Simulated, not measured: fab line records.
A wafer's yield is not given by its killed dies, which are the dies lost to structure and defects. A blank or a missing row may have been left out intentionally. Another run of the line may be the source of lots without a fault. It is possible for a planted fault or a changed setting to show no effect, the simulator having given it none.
fab line records | flow n5-finfet
record: lots: 5 wafers: 15 last-day: 17
route steps=1938 shown BEOL_M1@789 BEOL_M4@1111 PASSIVATION@1936
lots with no fault: from the same line, run without faults
start-h: the number of hours between the record's first day and the start of the first shown wafer of the lot | wait-h: hours from the lot's prior step to this one | " identical to the entry in the row above | L1.1+2: one row covering several wafers at once | - no value present, or no start provided | * or withheld: withheld | < > ~ a bound
route shown NAME@n: NAME is a module with steps in the file, n the number in the route of the first one | usual: the fault-free wafers' mean and standard deviation | same: alike in all rows | chamber/n: place in a boat | sites: readings site by site | _std_site: the standard deviation of these | _edge_site: inner sites' mean taken away from outer sites' mean | radius-mm: how far each site lies from the wafer's centre | mask NAME#n: copy n | behind: the last tool/chamber to shape the wafer | hold: reason for holding the lot/hours on hold/outcome of the hold | device: which transistor (n, p or np) failed to switch | end of line: the same wafers' tests at the end of the route | where a step has no rows: the recipe by itself | killed: count of dies lost to structure and defects at first sort (not the wafer's yield) | map: a wafer's dies, x killed, . not, _ none there
set.NAME: setting as actually run; set.NAME@STEP: the setting as run at that earlier step | model.NAME: the simulator's own value behind a step, which no gauge read
certain route steps with their lots: each step a table, each wafer a row
services: a tool's chamber out of use, with start hour (start-h, from the record's first day; less than 0 if before it), hours out, and reason
== steps ==
step: N5_BEOL_M1_DESCUM_33
recipe: chemistry: O2 time-s: 7 source-power-w: 50 bias-power-w: 20 pressure-mtorr: 20 rf-frequency-hz: 2.712e+07 temp-c: 40 resist: CAR-EUV o2-flow-sccm: 225
step: N5_BEOL_M1_ETCH_77
recipe: chemistry: N2/H2 target: underlayer target-depth-a: 65 mask-material: CAR-EUV time-s: 5.2 ion-energy-ev: 200 pressure-mtorr: 30 source-w: 840 bias-w: 150 n2-flow-sccm: 200 h2-flow-sccm: 200 ends: cleared
step: N5_BEOL_M1_ETCH_69
recipe: chemistry: CF4 target: SiARC target-depth-a: 156 mask-material: CAR-EUV time-s: 26 ion-energy-ev: 80 pressure-mtorr: 40 source-w: 545 bias-w: 36 Ar_flow_sccm: 100 cf4-flow-sccm: 100 ends: cleared
step: N5_BEOL_M1_ALD_98
recipe: material: SiO2 target-thk-a: 25 temp-c: 100 ald-precursor-family: BDEAS ald-co-reactant: O2-plasma pulse-time-s: 1 co-reactant-pulse-time-s: 1 purge-time-s: 2 co-reactant-purge-time-s: 2 ald-cycles: 17 pressure-torr: 2
step: N5_BEOL_M1_ETCHBACK_99
recipe: chemistry: CHF3 target: SiO2 target-depth-a: 50 time-s: 10.4 source-w: 215 bias-w: 47 Ar_flow_sccm: 200 CHF3_flow_sccm: 12 ion-energy-ev: 100 pressure-mtorr: 30
step: N5_BEOL_M1_ETCH_70
recipe: chemistry: N2/H2 target: SOC target-depth-a: 800 overetch-a: 160 mask-material: SiARC temp-c: 40 time-s: 120 ion-energy-ev: 200 pressure-mtorr: 30 source-w: 840 bias-w: 150 n2-flow-sccm: 200 h2-flow-sccm: 200
step: N5_BEOL_M1_STRIP_71
recipe: chemistry: N2/H2 temp-c: 40 n2-flow-sccm: 200 h2-flow-sccm: 200 rf-frequency-hz: 6e+07
step: N5_BEOL_M1_STRIP_78
recipe: chemistry: N2/H2 temp-c: 40 n2-flow-sccm: 200 h2-flow-sccm: 200 rf-frequency-hz: 6e+07
step: N5_BEOL_M1_VIA_ETCH_34
recipe: chemistry: C4F6/O2 target-depth-a: 678 mask-material: SOC pressure-mtorr: 15 ion-energy-ev: 250 taper-deg: 4 time-s: 64.4 source-w: 350 bias-w: 170 Ar_flow_sccm: 300 C4F6_flow_sccm: 10 O2_flow_sccm: 10
step: N5_BEOL_M1_STRIP_83
recipe: chemistry: C4F6/O2 resist: SiARC rf-frequency-hz: 6e+07
step: N5_BEOL_M1_STRIP_36
recipe: chemistry: N2/H2 power-w: 450 temp-c: 40 pressure-mtorr: 20 rf-frequency-hz: 6e+07 overash-fraction: 0.3 bias-power-w: 7 h2-frac: 0.5 n2-flow-sccm: 200 h2-flow-sccm: 200
usual: bias-power-w: 7.001/0.021 chamber-pressure-mTorr: 20.00/0.032 drypump-motor-current-A: 5.7/0.44 oes-product-au: 0.78/0.062 rf-vpp-V: 59.2/1.5 showerhead-plenum-p-Torr: 2.54/0.085 temp-c: 39.99/0.11 throttle-valve-pct: 23.54/0.29
columns lot.wafer tool chamber start-h wait-h bias-power-w chamber-pressure-mTorr drypump-motor-current-A oes-product-au rf-hours-counter-h rf-vpp-V showerhead-plenum-p-Torr temp-c throttle-valve-pct model.SOC_of_BEOL_M1_COAT_67.thk-nm model.SiO2_of_BEOL_M1_ALD_98.thk-nm
L711.2 rie-diel-06 1 172.18 0.0 6.987 20.03 5.5 0.80 118 60.9 2.36 39.97 24.01 0 0
L711.4 " 0 " " 7.005 19.99 5.9 0.75 161 59.1 2.65 40.07 23.37 0 0
L711.5 " 2 " " 6.974 20.02 6.1 0.78 - 57.0 2.56 40.13 24.05 0 0
L720.2 rie-diel-03 3 218.23 0.0 - - - - - - - - - 52.2 2.4
L720.5 " 1 " " - - - - - - - - - 52 2.4
L720.6 " 0 " " - - - - - - - - - 52.2 2.4
L721.1 rie-diel-05 3 222.33 0.0 - - - - - - - - - 52.2 2.4
L721.5 " 0 " " - - - - - - - - - 52.6 2.6
L721.6 " 3 " " - - - - - - - - - 52.2 2.4
L719.3 rie-diel-06 3 223.75 0.0 - - - - - - - - - 52.4 2.4
L719.4 " 2 " " - - - - - - - - - 52 2.4
L719.6 " 3 " " - - - - - - - - - 52.4 2.6
L725.2 rie-diel-06 1 247.24 0.0 7.015 19.99 5.5 0.78 138 60.6 2.35 39.90 24.01 0 0
L725.3 " 0 " " 6.998 20.04 5.9 0.73 182 58.1 2.64 40.04 23.36 0 0
L725.4 " 3 " " 6.967 19.96 5.7 0.74 176 58.7 2.62 40.02 23.46 0 0
step: N5_BEOL_M1_TRENCH_ETCH_37
recipe: chemistry: C4F6/O2 target-depth-a: 552.07 target: SiOC time-s: 29 ion-energy-ev: 250 pressure-mtorr: 30 source-w: 355 bias-w: 185 Ar_flow_sccm: 300 C4F6_flow_sccm: 10 O2_flow_sccm: 10
step: N5_BEOL_M1_ETCH_41
recipe: chemistry: CH3F/O2 target: SiCN target-depth-a: 319 taper-deg: 2 time-s: 57.8 ion-energy-ev: 120 mask-material: TiN pressure-mtorr: 30 source-w: 395 bias-w: 75 Ar_flow_sccm: 150 CH3F_flow_sccm: 30 O2_flow_sccm: 20
usual: drypump-motor-current-A: 5.7/0.44 oes-product-au: 0.78/0.062 rf-vpp-V: 297.4/1.4 showerhead-plenum-p-Torr: 2.00/0.069 throttle-valve-pct: 16.26/0.14
columns lot.wafer tool chamber start-h wait-h drypump-motor-current-A oes-product-au rf-hours-counter-h rf-vpp-V showerhead-plenum-p-Torr throttle-valve-pct model.SOC_of_BEOL_M1_COAT_67.thk-nm
L711.2 rie-diel-06 1 - - 5.5 0.80 118 294.6 1.84 16.34 0
L711.4 " 0 " " 5.9 0.75 161 298.4 2.07 16.11 0
L711.5 " 2 " " 6.0 0.77 - 297.7 2.02 16.50 0
L720.2 rie-diel-03 3 218.30 0.0 5.1 0.80 101 300.0 2.11 16.31 34.4
L720.5 " 1 " " 5.4 0.86 - 296.6 1.96 16.08 33.2
L720.6 " 0 " " 5.5 0.75 - 297.8 1.98 16.17 34
L721.1 rie-diel-05 3 222.40 0.0 6.1 0.76 161 296.8 2.00 16.26 34.2
L721.5 " 0 " " 5.6 0.69 - 297.1 1.97 16.48 35.2
L721.6 " 3 " " 6.1 0.75 - 297.3 2.00 16.26 34.2
L719.3 rie-diel-06 3 223.82 0.0 5.7 0.74 170 299.2 2.08 16.35 34.4
L719.4 " 2 " " 6.0 0.77 122 297.6 2.02 16.54 34.2
L719.6 " 3 " " 5.7 0.73 - 298.1 2.08 16.37 34.2
L725.2 rie-diel-06 1 - - 5.5 0.79 138 292.8 1.83 16.37 0
L725.3 " 0 " " 5.9 0.74 182 297.9 2.06 16.15 0
L725.4 " 3 " " 5.7 0.73 176 299.3 2.08 16.39 0
step: N5_BEOL_M1_STRIP_97
recipe: chemistry: N2/H2 time-s: 10 power-w: 450 temp-c: 40 pressure-mtorr: 20 rf-frequency-hz: 6e+07 bias-power-w: 7 n2-flow-sccm: 200 h2-flow-sccm: 200
step: N5_BEOL_M4_RC_MEAS_101
usual: DIBL_N: 36.7/1.8 DIBL_P: 37.0/2.4 IOFF_N: 0.17/0.036 IOFF_P: 0.22/0.042 ION_N: 673/12 ION_P: 462/8.5 SS_N: 71.7/0.62 SS_P: 73.4/0.65 VT_N: 250/3.7 VT_P: -250/3.7
columns lot.wafer tool chamber start-h wait-h DIBL_N[mV/V] DIBL_P[mV/V] IOFF_N[nA/um] IOFF_P[nA/um] ION_N[uA/um] ION_P[uA/um] SS_N[mV/dec] SS_P[mV/dec] VT_N[mV] VT_P[mV]
L711.2 prober-01 0 233.38 0.2 35.0 34.8 0.13 0.18 665 455 71.8 72.8 254 -251
L711.4 " 0 " " 38.1 37.4 0.18 0.21 667 456 72.5 73.4 249 -250
L711.5 " 0 " " 36.5 36.2 0.16 0.20 670 456 70.9 73.3 251 -251
L725.2 prober-01 0 300.70 0.2 37.6 36.2 0.17 0.22 675 459 71.5 73.6 249 -252
L725.3 " 0 " " 34.7 33.3 0.13 0.17 675 459 71.0 72.9 255 -252
L725.4 " 0 " " 32.5 30.5 0.11 0.15 664 456 70.4 72.1 254 -257
step: N5_PASSIVATION_PROBE_49
usual: defect-limited-yield: 91.1/1.4 killed_at_M0_to_M3: 32/9.3 killed_at_M4_up: 13/5.8 killed-at-contacts: 12/6.3 killed-at-front-end: 44/12 killed-at-other: 3.6/2.7 killed-dies: 104/17 killed-on-rim: 14/3.9 killed-open: 69/13 killed-short: 34/6.9 sort_bin_5_function: 5.2/0.98 sort_bin_6_memory: 3.3/0.59 sort-n-pass: 1075/17 sort-yield-pct: 91.1/1.4
same: gross-dies: 1180 killed-at-back-side: 0 sort_bin_4_leakage[%]: 0 sort_bin_8_speed[%]: 0
columns lot.wafer tool chamber start-h wait-h defect-limited-yield[%] killed_at_M0_to_M3 killed_at_M4_up killed-at-contacts killed-at-front-end killed-at-other killed-dies killed-on-rim killed-open killed-short sort_bin_5_function[%] sort_bin_6_memory[%] sort-n-pass sort-yield-pct[%]
L721.1 prober-02 - 376.18 0.0 0 1111 8 4 54 3 1180 152 68 33 96.4 3.5 0 0
L721.5 prober-02 - 376.38 0.2 0 1111 8 12 47 2 1180 152 88 30 95.9 3.6 0 0
L721.6 prober-02 - 376.43 0.3 0 1106 7 8 56 3 1180 152 73 46 95.4 4.2 0 0
L719.3 prober-01 - 387.16 0.1 0 1110 18 8 41 3 1180 152 68 37 97.1 2.5 0 0
L719.4 prober-01 - 387.21 0.2 0 1098 30 5 46 1 1180 152 77 39 95.7 4.2 0 0
L719.6 prober-01 - 387.31 0.3 0 1109 21 7 37 6 1180 152 56 36 96.5 3.1 0 0
L720.2 prober-02 - 391.13 0.1 0 1096 17 23 43 1 1180 152 65 29 96.4 3.1 0 0
L720.5 prober-02 - 391.28 0.2 0 1104 32 11 28 5 1180 152 78 28 97.2 2.5 0 0
L720.6 prober-02 - 391.33 0.3 0 1110 20 8 42 0 1180 152 63 30 96.1 3.6 0 0
killed by level:class
L721.1 BEOL_M1:area-ald=1078 STI_FIN_REVEAL:geometric-particle:open=21 BEOL_M3:geometric-particle:open=8 FIN_SAQP:geometric-particle:short=7 BEOL_M2:geometric-particle:open=6 FIN_SAQP:geometric-particle:open=5 GATE_CUT:geometric-particle:short=5 BEOL_M0_SAQP:geometric-particle:open=5
L721.5 BEOL_M1:area-ald=1060 MOL_CONTACT_COAG:geometric-particle:open=12 BEOL_M2:geometric-particle:open=12 BEOL_M3:geometric-particle:open=12 FIN_SAQP:geometric-particle:open=10 BEOL_M0_SAQP:geometric-particle:open=8 FIN_SAQP:geometric-particle:short=7 BEOL_M0_SAQP:geometric-particle:short=7
L721.6 BEOL_M1:area-ald=1061 BEOL_M0_SAQP:geometric-particle:short=14 STI_FIN_REVEAL:geometric-particle:open=13 BEOL_M2:geometric-particle:open=12 FIN_SAQP:geometric-particle:short=9 DUMMY_GATE:geometric-particle:open=8 MOL_CONTACT_COAG:geometric-particle:open=8 DUMMY_GATE:geometric-particle:short=6
L719.3 BEOL_M1:area-ald=1075 FIN_SAQP:geometric-particle:open=9 BEOL_M3:geometric-particle:open=9 BEOL_M2:geometric-particle:open=7 DUMMY_GATE:geometric-particle:open=6 BEOL_M0_SAQP:geometric-particle:short=6 STI_FIN_REVEAL:geometric-particle:open=5 GATE_CUT:geometric-particle:open=5
L719.4 BEOL_M1:area-ald=1064 BEOL_M4:geometric-particle:open=18 STI_FIN_REVEAL:geometric-particle:open=11 DUMMY_GATE:geometric-particle:open=11 BEOL_M0_SAQP:geometric-particle:short=10 BEOL_M0:geometric-particle:open=7 GATE_CUT:geometric-particle:short=6 MOL_CONTACT_COAG:geometric-particle:open=5
L719.6 BEOL_M1:area-ald=1088 BEOL_M4:geometric-particle:open=11 FIN_SAQP:geometric-particle:open=9 FIN_SAQP:geometric-particle:short=5 BEOL_M2:geometric-particle:open=5 DUMMY_GATE:geometric-particle:open=4 MOL_CONTACT_COAG:geometric-particle:open=4 BEOL_M2:geometric-particle:short=4
L720.2 BEOL_M1:area-ald=1084 MOL_CONTACT_COAG:geometric-particle:open=16 FIN_SAQP:geometric-particle:open=10 GATE_CUT:geometric-particle:short=8 BEOL_M4:geometric-particle:open=8 MOL_CONTACT_COAG:geometric-particle:short=7 STI_FIN_REVEAL:geometric-particle:open=5 GATE_CUT:geometric-particle:open=5
L720.5 BEOL_M1:area-ald=1073 BEOL_M4:geometric-particle:open=17 BEOL_M2:geometric-particle:open=12 FIN_SAQP:geometric-particle:open=8 MOL_CONTACT_COAG:geometric-particle:open=8 DUMMY_GATE:geometric-particle:open=6 BEOL_M0_SAQP:geometric-particle:open=6 FIN_SAQP:geometric-particle:short=5
L720.6 BEOL_M1:area-ald=1085 DUMMY_GATE:geometric-particle:open=8 BEOL_M0_SAQP:geometric-particle:open=8 FIN_SAQP:geometric-particle:short=6 STI_FIN_REVEAL:geometric-particle:open=6 BEOL_M1:geometric-particle:open=6 GATE_CUT:geometric-particle:open=5 MOL_CONTACT_COAG:geometric-particle:open=5
map L719.3 (x killed, . not)
_________________xxxxxxxxxxxx________________
______________xxxxxxxxxxxxxxxxxx_____________
___________xxxxxxxxxxxxxxxxxxxxxxxx__________
__________xxxxxxxxxxxxxxxxxxxxxxxxxx_________
________xxxxxxxxxxxxxxxxxxxxxxxxxxxxxx_______
_______xxxxxxxxxxxxxxxxxxxxxxxxxxxxxxxx______
______xxxxxxxxxxxxxxxxxxxxxxxxxxxxxxxxxx_____
_____xxxxxxxxxxxxxxxxxxxxxxxxxxxxxxxxxxxx____
____xxxxxxxxxxxxxxxxxxxxxxxxxxxxxxxxxxxxxx___
___xxxxxxxxxxxxxxxxxxxxxxxxxxxxxxxxxxxxxxxx__
___xxxxxxxxxxxxxxxxxxxxxxxxxxxxxxxxxxxxxxxx__
__xxxxxxxxxxxxxxxxxxxxxxxxxxxxxxxxxxxxxxxxxx_
__xxxxxxxxxxxxxxxxxxxxxxxxxxxxxxxxxxxxxxxxxx_
_xxxxxxxxxxxxxxxxxxxxxxxxxxxxxxxxxxxxxxxxxxxx
_xxxxxxxxxxxxxxxxxxxxxxxxxxxxxxxxxxxxxxxxxxxx
_xxxxxxxxxxxxxxxxxxxxxxxxxxxxxxxxxxxxxxxxxxxx
_xxxxxxxxxxxxxxxxxxxxxxxxxxxxxxxxxxxxxxxxxxxx
_xxxxxxxxxxxxxxxxxxxxxxxxxxxxxxxxxxxxxxxxxxxx
_xxxxxxxxxxxxxxxxxxxxxxxxxxxxxxxxxxxxxxxxxxxx
_xxxxxxxxxxxxxxxxxxxxxxxxxxxxxxxxxxxxxxxxxxxx
_xxxxxxxxxxxxxxxxxxxxxxxxxxxxxxxxxxxxxxxxxxxx
__xxxxxxxxxxxxxxxxxxxxxxxxxxxxxxxxxxxxxxxxxx_
__xxxxxxxxxxxxxxxxxxxxxxxxxxxxxxxxxxxxxxxxxx_
___xxxxxxxxxxxxxxxxxxxxxxxxxxxxxxxxxxxxxxxx__
___xxxxxxxxxxxxxxxxxxxxxxxxxxxxxxxxxxxxxxxx__
____xxxxxxxxxxxxxxxxxxxxxxxxxxxxxxxxxxxxxx___
_____xxxxxxxxxxxxxxxxxxxxxxxxxxxxxxxxxxxx____
______xxxxxxxxxxxxxxxxxxxxxxxxxxxxxxxxxx_____
_______xxxxxxxxxxxxxxxxxxxxxxxxxxxxxxxx______
________xxxxxxxxxxxxxxxxxxxxxxxxxxxxxx_______
__________xxxxxxxxxxxxxxxxxxxxxxxxxx_________
___________xxxxxxxxxxxxxxxxxxxxxxxx__________
______________xxxxxxxxxxxxxxxxxx_____________
_________________xxxxxxxxxxxx________________
map L720.2 (x killed, . not)
_________________xxxxxxxxxxxx________________
______________xxxxxxxxxxxxxxxxxx_____________
___________xxxxxxxxxxxxxxxxxxxxxxxx__________
__________xxxxxxxxxxxxxxxxxxxxxxxxxx_________
________xxxxxxxxxxxxxxxxxxxxxxxxxxxxxx_______
_______xxxxxxxxxxxxxxxxxxxxxxxxxxxxxxxx______
______xxxxxxxxxxxxxxxxxxxxxxxxxxxxxxxxxx_____
_____xxxxxxxxxxxxxxxxxxxxxxxxxxxxxxxxxxxx____
____xxxxxxxxxxxxxxxxxxxxxxxxxxxxxxxxxxxxxx___
___xxxxxxxxxxxxxxxxxxxxxxxxxxxxxxxxxxxxxxxx__
___xxxxxxxxxxxxxxxxxxxxxxxxxxxxxxxxxxxxxxxx__
__xxxxxxxxxxxxxxxxxxxxxxxxxxxxxxxxxxxxxxxxxx_
__xxxxxxxxxxxxxxxxxxxxxxxxxxxxxxxxxxxxxxxxxx_
_xxxxxxxxxxxxxxxxxxxxxxxxxxxxxxxxxxxxxxxxxxxx
_xxxxxxxxxxxxxxxxxxxxxxxxxxxxxxxxxxxxxxxxxxxx
_xxxxxxxxxxxxxxxxxxxxxxxxxxxxxxxxxxxxxxxxxxxx
_xxxxxxxxxxxxxxxxxxxxxxxxxxxxxxxxxxxxxxxxxxxx
_xxxxxxxxxxxxxxxxxxxxxxxxxxxxxxxxxxxxxxxxxxxx
_xxxxxxxxxxxxxxxxxxxxxxxxxxxxxxxxxxxxxxxxxxxx
_xxxxxxxxxxxxxxxxxxxxxxxxxxxxxxxxxxxxxxxxxxxx
_xxxxxxxxxxxxxxxxxxxxxxxxxxxxxxxxxxxxxxxxxxxx
__xxxxxxxxxxxxxxxxxxxxxxxxxxxxxxxxxxxxxxxxxx_
__xxxxxxxxxxxxxxxxxxxxxxxxxxxxxxxxxxxxxxxxxx_
___xxxxxxxxxxxxxxxxxxxxxxxxxxxxxxxxxxxxxxxx__
___xxxxxxxxxxxxxxxxxxxxxxxxxxxxxxxxxxxxxxxx__
____xxxxxxxxxxxxxxxxxxxxxxxxxxxxxxxxxxxxxx___
_____xxxxxxxxxxxxxxxxxxxxxxxxxxxxxxxxxxxx____
______xxxxxxxxxxxxxxxxxxxxxxxxxxxxxxxxxx_____
_______xxxxxxxxxxxxxxxxxxxxxxxxxxxxxxxx______
________xxxxxxxxxxxxxxxxxxxxxxxxxxxxxx_______
__________xxxxxxxxxxxxxxxxxxxxxxxxxx_________
___________xxxxxxxxxxxxxxxxxxxxxxxx__________
______________xxxxxxxxxxxxxxxxxx_____________
_________________xxxxxxxxxxxx________________
== services ==
columns tool chamber start-h hours kind
rie-diel-05 1 150.32 - clean
rie-diel-05 1 150.32 - consumable-replace:focus-ring
rie-diel-05 1 150.32 18.0 scheduled-down
rie-diel-05 1 150.32 18.0 vent-cycle
rie-diel-06 2 160.23 3.0 repair
rie-diel-05 - 171.20 2.8 pm
rie-diel-06 - 190.75 2.8 pm
rie-diel-05 0 192.21 5.8 repair
rie-diel-05 - 195.70 0.7 repair
rie-diel-03 2 225.59 2.0 repair
rie-diel-05 0 241.22 3.8 repair
== key ==
first-sign: step: N5_BEOL_M1_STRIP_36 reading: tool-record direction: missing
effect: step: N5_PASSIVATION_PROBE_49 reading: killed_at_M0_to_M3 direction: up sigmas: 99+ usual: 32 struck: 1106
model-effect: step: N5_BEOL_M1_STRIP_36 value: SOC_of_BEOL_M1_COAT_67.thk-nm without: 0 struck: 52.24
model-effect: step: N5_BEOL_M1_ETCH_41 value: SOC_of_BEOL_M1_COAT_67.thk-nm without: 0 struck: 34.22
more-kills-born-at: N5_BEOL_M1_ALD_84@ald-metal-02: 6469 N5_BEOL_M1_ALD_84@ald-metal-03: 3199
met-at N5_BEOL_M1_STRIP_36
struck-wafers L719.3,L719.4,L719.6,L720.2,L720.5,L720.6,L721.1,L721.5,L721.6
later-rows-left-out L719.3,L719.4,L719.6,L720.2,L720.5,L720.6,L721.1,L721.5,L721.6
onset-between 172.18 218.23
fault: kind: skipped-step-whole tool: rie-diel-03,rie-diel-05,rie-diel-06 chamber: - onset-h: 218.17 steps: N5_BEOL_M1_STRIP_36 scope: struck-lots-only
later-rows-left-out: the simulator's readings of these wafers behind a module that went badly wrong aren't trusted and aren't shown, but for the sort
